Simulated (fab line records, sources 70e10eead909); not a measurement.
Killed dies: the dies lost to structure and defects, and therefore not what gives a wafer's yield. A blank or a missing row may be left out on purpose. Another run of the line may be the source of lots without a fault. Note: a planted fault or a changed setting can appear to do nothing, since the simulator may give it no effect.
Chamber matching -- flow nandHarc -- pecvd-02 running NHARC_P_M2_DEP_33: 3 sister chambers
The step deposits SiCN, target thk 30 nm. 20 wafers are shown with their chamber, then 10 later ones without.

WAFERS WITH THEIR CHAMBER
wafer,chamber,heaterPowerW (W)
L078.1,1,543
L078.2,0,677
L078.6,0,667
L082.1,0,613
L082.3,1,594
L082.6,0,625
L087.4,1,590
L087.5,0,600
L087.6,2,706
L086.2,1,583
L086.4,0,552
L086.5,1,592
L088.3,0,609
L088.4,0,606
L088.6,1,533
L091.3,0,542
L091.5,2,710
L091.6,1,563
L093.2,0,626
L093.4,1,622

SIGNATURES, as means of the wafers listed above
reading,chamber 0,chamber 1,chamber 2,scatter within a chamber
heaterPowerW,611.70,577.50,708.00,36.3
Rule: a wafer's distance from a chamber is the root of the sum, over the readings, of the square of ((its reading less the chamber's mean) divided by the reading's scatter). The wafer belongs to the nearest chamber; if the next one is less than 2 further off, it can't be placed. The scatter is the square root of a quotient: the sum, over the shown wafers, of each reading's squared deviation from its chamber's mean, divided by wafers minus chambers.

WAFERS WITHOUT THEIR CHAMBER
wafer,heaterPowerW (W)
L093.6,643
L092.1,522
L092.3,558
L092.4,548
L094.1,718
L094.2,595
L094.5,715
L096.1,615
L096.3,666
L096.5,616

WHICH CHAMBER EACH WENT THROUGH
wafer,from the rows above,in truth
L093.6,can't be placed: 0 or 2 or 1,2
L092.1,can't be placed: 1 or 0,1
L092.3,can't be placed: 1 or 0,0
L092.4,can't be placed: 1 or 0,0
L094.1,2,2
L094.2,can't be placed: 0 or 1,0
L094.5,2,2
L096.1,can't be placed: 0 or 1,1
L096.3,can't be placed: 2 or 0 or 1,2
L096.5,can't be placed: 0 or 1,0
Correctly placed: 2 of 10. From these rows, 8 cannot be placed; in 8 the true chamber is one of the candidates. 0 placed wrongly.
